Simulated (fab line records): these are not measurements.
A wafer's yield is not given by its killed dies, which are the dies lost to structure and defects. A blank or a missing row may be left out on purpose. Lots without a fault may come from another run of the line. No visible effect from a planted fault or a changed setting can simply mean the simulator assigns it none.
fab line records	flow n5Finfet
[record] lots = 10	wafers = 29	lastDay = 17
route steps=1938 shown MIM_TOP@1836 MIM_BOT_LITHO@1858 MIM_BOT_ETCH@1866 PASSIVATION@1936
lots with no fault: from the same line, run without faults
startH: hours from the record's first day to the start of the lot's first wafer shown	waitH: hours from the lot's prior step to this one	" unchanged from the row above	L1.1+2: a single row standing in for several wafers	- value missing, or start not given	* or withheld: withheld	< > ~ a bound
route shown NAME@n: NAME is a module with steps in the file, n the number in the route of the first one	usual: average and standard deviation across the fault-free wafers	same: alike in all rows	chamber/n: place in a boat	sites: per-site readings	_std_site: the values' standard deviation	_edge_site: the outer-site mean with the inner-site mean subtracted	radiusMm: for every site, how far away it sits from the centre of the wafer	mask NAME#n: copy n	behind: the most recent tool/chamber to have shaped the wafer	hold: cause of the lot's hold/its duration in hours/its outcome	device: the n, p or np transistor that did not switch	end of line: the route-end tests of the same wafers	a step with no rows: only its recipe	killed: at the first sort, the dies lost to defects and structure; wafer yield is something else	map: a wafer's dies, marking killed ones x, the rest . and places with no die _
set.NAME: the run value of the setting; set.NAME@STEP: its run value at that earlier step	model.NAME: the simulator's own value behind a step, which no gauge read
one table for each step of the route and one row for each wafer, over a sample of lots
services: a tool's chamber out of use, with start hour (startH, from the record's first day; less than 0 if before it), hours out, and reason
[[steps]]
[step N5_MIM_TOP_ALD_02]
[recipe] material = Al2O3	targetThkA = *	tempC = withheld	aldPrecursorFamily = TMA	aldCoReactant = O3	pulseTimeS = withheld	purgeTimeS = 3	coReactantPurgeTimeS = withheld	coReactantPulseTimeS = 3	aldCycles = withheld
[usual] precursorPulseHeightRel = 1.000/0.02
lot.wafer	tool	chamber	startH	waitH	precursorPulseHeightRel
L589.4	aldHk-03	3	-	-	1.016
L589.5	"	2	"	"	0.959
L589.6	"	1	"	"	0.995
L590.2	aldHk-02	1	-	-	0.990
L590.3	"	0	"	"	1.024
L590.4	"	3	"	"	1.027
L592.2	aldHk-01	3	-	-	1.033
L592.4	"	1	"	"	1.026
L592.5	"	2	"	"	0.995
L591.1	aldHk-03	3	-	-	0.987
L591.3	"	0	"	"	0.990
L591.4	"	2	"	"	1.010
L599.1	aldHk-03	1	-	-	1.017
L599.2	"	3	"	"	0.990
L599.4	"	0	"	"	0.985
L601.1	aldHk-02	3	-	-	0.985
L601.3	"	1	"	"	1.006
L601.4	"	0	"	"	1.004
L602.3	aldHk-01	3	-	-	1.011
L602.4	"	1	"	"	0.968
L602.6	"	3	"	"	1.014
L609.1	aldHk-02	2	-	-	0.993
L609.2	"	0	"	"	1.024
L609.6	"	3	"	"	0.988
L606.1	aldHk-01	0	-	-	1.003
L606.4	"	2	"	"	1.009
L606.5	"	3	"	"	0.999
L610.1	aldHk-02	1	-	-	1.006
L610.5	"	3	"	"	0.984
[step N5_MIM_TOP_DEGAS_04]
[recipe] ambient = vacuum	tempC = 300	timeS = 60
[usual] heaterPowerW = 445/44
lot.wafer	tool	chamber	startH	waitH	heaterPowerW
L589.4	pvdSputter-03	-	237.74	-	480
L589.5	"	-	"	"	453
L589.6	"	-	"	"	367
L590.2	pvdSputter-03	-	260.32	-	424
L590.3	"	-	"	"	350
L590.4	"	-	"	"	485
L592.2	pvdSputter-03	-	260.56	-	363
L592.4	"	-	"	"	455
L592.5	"	-	"	"	454
L591.1	pvdSputter-01	-	265.53	-	475
L591.3	"	-	"	"	504
L591.4	"	-	"	"	391
L599.1	pvdSputter-02	-	316.63	-	462
L599.2	"	-	"	"	493
L599.4	"	-	"	"	443
L601.1	pvdSputter-01	-	337.27	-	483
L601.3	"	-	"	"	394
L601.4	"	-	"	"	393
L602.3	pvdSputter-01	-	340.90	-	493
L602.4	"	-	"	"	482
L602.6	"	-	"	"	504
L609.1	pvdSputter-03	-	368.20	-	363
L609.2	"	-	"	"	498
L609.6	"	-	"	"	482
L606.1	pvdSputter-02	-	376.14	-	493
L606.4	"	-	"	"	459
L606.5	"	-	"	"	496
L610.1	pvdSputter-03	-	388.07	-	362
L610.5	"	-	"	"	353
[step N5_MIM_BOT_LITHO_EXPOSE_05]
[recipe] maskId = MIM_BOT	na = 0.55	sourceShape = conventional	sigmaOuter = 0.8	polarization = unpolarized	doseMj = 24.25
[usual] exposureDoseMJCm2 = 24.255/0.025	reticleTempC = 22.99/0.097
lot.wafer	tool	chamber	startH	waitH	mask	exposureDoseMJCm2	reticleTempC
L589.4	krfScanner-01	0	238.74	-	MIM_BOT#0	24.260	22.88
L589.5	"	0	"	"	MIM_BOT#0	24.245	22.89
L589.6	"	0	"	"	MIM_BOT#0	24.192	23.03
L590.2	krfScanner-02	0	261.91	-	MIM_BOT#0	24.268	22.95
L590.3	"	0	"	"	MIM_BOT#0	24.283	23.08
L590.4	"	0	"	"	MIM_BOT#0	24.247	22.98
L592.2	krfScanner-02	0	261.94	-	MIM_BOT#0	24.281	22.93
L592.4	"	0	"	"	MIM_BOT#0	24.264	22.99
L592.5	"	0	"	"	MIM_BOT#0	24.267	23.00
L591.1	krfScanner-01	0	267.39	-	MIM_BOT#0	24.266	22.92
L591.3	"	0	"	"	MIM_BOT#0	24.271	22.85
L591.4	"	0	"	"	MIM_BOT#0	24.275	23.08
L599.1	krfScanner-02	0	317.85	-	MIM_BOT#0	23.435	22.92
L599.2	"	0	"	"	MIM_BOT#0	23.413	22.75
L599.4	"	0	"	"	MIM_BOT#0	23.445	22.92
L601.1	krfScanner-02	0	338.64	-	MIM_BOT#0	23.485	22.93
L601.3	"	0	"	"	MIM_BOT#0	23.441	22.79
L601.4	"	0	"	"	MIM_BOT#0	23.437	22.92
L602.3	krfScanner-01	0	342.20	-	MIM_BOT#0	24.287	22.97
L602.4	"	0	"	"	MIM_BOT#0	24.266	22.86
L602.6	"	0	"	"	MIM_BOT#0	24.264	22.77
L609.1	krfScanner-01	0	369.33	-	MIM_BOT#0	24.266	23.03
L609.2	"	0	"	"	MIM_BOT#0	24.260	22.95
L609.6	"	0	"	"	MIM_BOT#0	24.232	23.07
L606.1	krfScanner-01	0	377.26	-	MIM_BOT#0	24.277	22.91
L606.4	"	0	"	"	MIM_BOT#0	24.300	22.95
L606.5	"	0	"	"	MIM_BOT#0	24.313	22.99
L610.1	krfScanner-01	0	389.22	-	MIM_BOT#0	24.196	23.05
L610.5	"	0	"	"	MIM_BOT#0	24.216	23.12
[step N5_MIM_BOT_LITHO_CD_MEAS_08]
[recipe] targetCdNm = 3000	landingEnergyEv = 500	detector = seInlens	polarity = opening
[usual] cdNm = 3001.3/2.1
lot.wafer	tool	chamber	startH	waitH	cdNm
L589.4	cdSem-02	0	238.91	-	3003.8
L589.5	"	0	"	"	3003.7
L589.6	"	0	"	"	3006.3
L590.2	cdSem-01	0	262.08	-	3002.0
L590.3	"	0	"	"	3000.2
L590.4	"	0	"	"	3001.7
L592.2	cdSem-03	0	262.12	-	3003.4
L592.4	"	0	"	"	3000.5
L592.5	"	0	"	"	3001.7
L591.1	cdSem-03	0	267.57	-	3000.8
L591.3	"	0	"	"	3001.7
L591.4	"	0	"	"	3005.5
L599.1	cdSem-03	0	318.02	-	2996.4
L599.2	"	0	"	"	2997.3
L599.4	"	0	"	"	2993.6
L601.1	cdSem-03	0	338.81	-	2993.7
L601.3	"	0	"	"	2992.4
L601.4	"	0	"	"	2994.7
L602.3	cdSem-02	0	342.37	-	3001.6
L602.4	"	0	"	"	2999.9
L602.6	"	0	"	"	3004.3
L609.1	cdSem-01	0	369.51	-	3002.2
L609.2	"	0	"	"	3000.1
L609.6	"	0	"	"	3000.5
L606.1	cdSem-03	0	377.43	-	2997.8
L606.4	"	0	"	"	3001.8
L606.5	"	0	"	"	3000.2
L610.1	cdSem-02	0	389.39	-	2997.4
L610.5	"	0	"	"	2997.0
[step N5_MIM_BOT_ETCH_ETCH_04]
[recipe] chemistry = CF4/O2	target = SiNx	targetDepthA = 260	timeS = 13	ionEnergyEv = 100	pressureMtorr = 40	sourceW = 535	biasW = 49	Ar_flow_sccm = 100	cf4FlowSccm = 100	O2_flow_sccm = 10
[usual] O2_flow_sccm = 9.999/0.029	chamberPressureMTorr = 40.01/0.032	drypumpMotorCurrentA = 5.7/0.52	oes_ar_750_au = 0.82/0.067	oesProductAu = 0.82/0.073	rfVppV = 240.5/2.3	showerheadPlenumPTorr = 2.21/0.085	throttleValvePct = 15.97/0.14
lot.wafer	tool	chamber	startH	waitH	O2_flow_sccm	chamberPressureMTorr	drypumpMotorCurrentA	oes_ar_750_au	oesProductAu	rfHoursCounterH	rfVppV	showerheadPlenumPTorr	throttleValvePct
L589.4	rieDiel-01	1	239.06	0.0	10.048	39.94	5.3	0.68	0.67	239	240.5	2.18	16.23
L589.5	"	1	"	"	10.032	40.01	5.3	0.69	0.67	-	239.9	2.18	16.25
L589.6	"	0	"	"	9.963	40.09	6.1	0.71	0.70	-	237.3	2.10	16.33
L590.2	rieDiel-02	3	262.23	0.0	10.003	40.00	4.7	0.79	0.78	105	241.2	2.13	16.14
L590.3	"	2	"	"	9.906	39.97	5.8	0.80	0.79	110	235.6	2.30	15.83
L590.4	"	2	"	"	9.935	40.04	5.7	0.79	0.78	-	235.0	2.30	15.83
L592.2	rieDiel-01	3	262.27	0.0	9.981	39.97	5.7	0.81	0.80	72	240.9	2.13	15.99
L592.4	"	1	"	"	9.895	40.03	5.3	0.68	0.67	-	239.7	2.18	16.25
L592.5	"	2	"	"	9.973	39.98	6.4	0.86	0.86	-	239.6	2.16	15.85
L591.1	rieDiel-02	3	267.80	0.1	9.995	39.98	4.7	0.78	0.79	107	241.3	2.13	16.15
L591.3	"	0	"	"	10.044	39.98	5.8	0.83	0.83	-	237.9	2.24	15.74
L591.4	"	3	"	"	9.999	40.05	4.8	0.78	0.79	-	240.3	2.13	16.16
L599.1	rieDiel-02	1	318.18	0.0	9.974	40.03	5.6	0.78	0.79	109	239.2	2.22	15.86
L599.2	"	3	"	"	9.993	40.01	4.7	0.75	0.77	131	239.9	2.12	16.19
L599.4	"	0	"	"	9.973	40.00	5.8	0.80	0.79	-	237.5	2.23	15.80
L601.1	rieDiel-01	3	338.97	0.0	10.017	39.97	5.7	0.79	0.77	100	240.5	2.12	16.05
L601.3	"	0	"	"	10.047	39.98	6.1	0.91	0.91	23	240.4	2.35	15.90
L601.4	"	2	"	"	9.994	40.01	6.4	0.83	0.84	58	238.2	2.15	15.87
L602.3	rieDiel-01	0	342.72	0.0	10.026	39.97	6.1	0.90	0.91	25	242.7	2.35	15.91
L602.4	"	2	"	"	10.042	40.01	6.4	0.83	0.84	59	237.5	2.15	15.88
L602.6	"	2	"	"	10.009	40.03	6.4	0.83	0.84	-	238.2	2.15	15.90
L609.1	rieDiel-06	2	369.66	0.0	10.028	39.94	5.4	0.81	0.80	97	243.2	2.30	16.07
L609.2	"	0	"	"	9.995	40.07	5.3	0.80	0.81	82	243.2	2.31	15.97
L609.6	"	3	"	"	9.996	40.01	5.2	0.80	0.79	-	245.8	2.29	15.97
L606.1	rieDiel-01	1	377.59	0.0	10.022	39.94	5.3	0.91	0.91	27	240.7	2.17	15.86
L606.4	"	0	"	"	9.968	39.99	6.1	0.88	0.90	37	241.6	2.35	15.93
L606.5	"	3	"	"	9.986	39.96	5.7	0.77	0.76	-	239.1	2.12	16.09
L610.1	rieDiel-02	2	389.60	0.0	9.992	40.03	5.7	0.77	0.76	131	235.9	2.29	15.87
L610.5	"	0	"	"	9.966	40.01	5.8	0.77	0.76	-	239.3	2.22	15.85
[step N5_PASSIVATION_PROBE_49]
[usual] defectLimitedYield = 91.5/1.6	killed_at_M0_to_M3 = 33/10	killed_at_M4_up = 13/5.6	killedAtContacts = 13/6	killedAtFrontEnd = 39/12	killedAtOther = 3.0/2.8	killedDies = 101/19	killedOpen = 65/13	killedShort = 32/8.3	sort_bin_5_function = 5.0/1	sort_bin_6_memory = 3.1/0.69	sortNPass = 1079/19	sortYieldPct = 91.5/1.6
[same] grossDies = 1180	killedAtBackSide = 0	sort_bin_4_leakage[%] = 0	sort_bin_8_speed[%] = 0
lot.wafer	tool	chamber	startH	waitH	defectLimitedYield[%]	killed_at_M0_to_M3	killed_at_M4_up	killedAtContacts	killedAtFrontEnd	killedAtOther	killedDies	killedOpen	killedShort	sort_bin_5_function[%]	sort_bin_6_memory[%]	sortNPass	sortYieldPct[%]
L599.1	prober-01	-	327.19	0.0	89.1	37	21	14	54	3	129	88	34	6.9	3.6	1051	89.1
L599.2	prober-01	-	327.24	0.1	91.5	22	13	14	49	2	100	63	35	4.7	3.3	1080	91.5
L599.4	prober-01	-	327.34	0.2	90.3	37	17	11	48	1	114	79	34	6.2	3.2	1066	90.3
// killed by level:class
L599.1 STI_FIN_REVEAL:geometricParticle:open=17 MOL_CONTACT_COAG:geometricParticle:open=11 FIN_SAQP:geometricParticle:open=10 FIN_SAQP:geometricParticle:short=9 BEOL_M0_SAQP:geometricParticle:short=8 BEOL_M3:geometricParticle:open=8 BEOL_M0_SAQP:geometricParticle:open=6 BEOL_M2:geometricParticle:open=5
L599.2 STI_FIN_REVEAL:geometricParticle:open=16 MOL_CONTACT_COAG:geometricParticle:open=11 FIN_SAQP:geometricParticle:short=6 STI_FIN_REVEAL:geometricParticle:short=5 BEOL_M0_SAQP:geometricParticle:short=5 BEOL_M3:geometricParticle:open=5 BEOL_M7:geometricParticle:open=5 DUMMY_GATE:geometricParticle:open=4
L599.4 STI_FIN_REVEAL:geometricParticle:open=10 MOL_CONTACT_COAG:geometricParticle:open=10 BEOL_M0_SAQP:geometricParticle:open=10 FIN_SAQP:geometricParticle:open=9 BEOL_M4:geometricParticle:open=9 FIN_SAQP:geometricParticle:short=8 BEOL_M0_SAQP:geometricParticle:short=7 BEOL_M1:geometricParticle:open=6
[[services]]
tool	chamber	startH	hours	kind
krfScanner-02	-	215.62	4.1	repair
krfScanner-02	-	238.69	3.1	repair
aldHk-03	-	248.63	2.1	repair
rieDiel-02	1	259.35	18.6	repair
krfScanner-01	-	265.57	1.3	pm
krfScanner-02	-	268.86	4.0	pm
krfScanner-02	-	272.88	1.3	pm
aldHk-02	-	273.00	2.8	pm
krfScanner-01	-	284.16	4.0	pm
aldHk-01	-	284.72	2.8	pm
krfScanner-02	-	299.12	0.5	repair
krfScanner-01	-	299.81	1.0	pm
krfScanner-02	-	300.81	1.0	pm
krfScanner-01	-	317.18	1.1	repair
pvdSputter-03	-	328.74	2.3	repair
rieDiel-02	3	329.31	13.5	repair
krfScanner-01	-	333.29	1.8	repair
krfScanner-02	-	337.29	0.8	pm
krfScanner-01	-	345.92	0.5	repair
krfScanner-01	-	364.40	4.4	pm
rieDiel-01	1	368.16	6.0	repair
krfScanner-01	-	374.64	0.8	pm
rieDiel-02	1	382.68	3.1	repair
krfScanner-02	-	386.38	4.8	repair
[[key]]
[firstSign] step = N5_MIM_BOT_LITHO_EXPOSE_05	reading = exposureDoseMJCm2	direction = down	sigmas = 33	usual = 24.255	struck = 23.443
[effect] step = N5_MIM_BOT_LITHO_CD_MEAS_08	reading = cdNm	direction = down	sigmas = 3.2	usual = 3001.3	struck = 2994.7
metAt N5_MIM_BOT_LITHO_EXPOSE_05
struckLots L599,L601
notActingAt N5_MIM_TOP_ALD_02,N5_MIM_TOP_DEGAS_04,N5_MIM_BOT_ETCH_ETCH_04
onsetBetween 261.94 317.85
[fault] kind = processParameterDrift	tool = krfScanner-02	chamber = -	onsetH = 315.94	steps = N5_MIM_BOT_LITHO_EXPOSE_05	channel = doseMj	offset = -0.79721	shape = step	actsIn = theseRecipesOnly	stated = 24.25
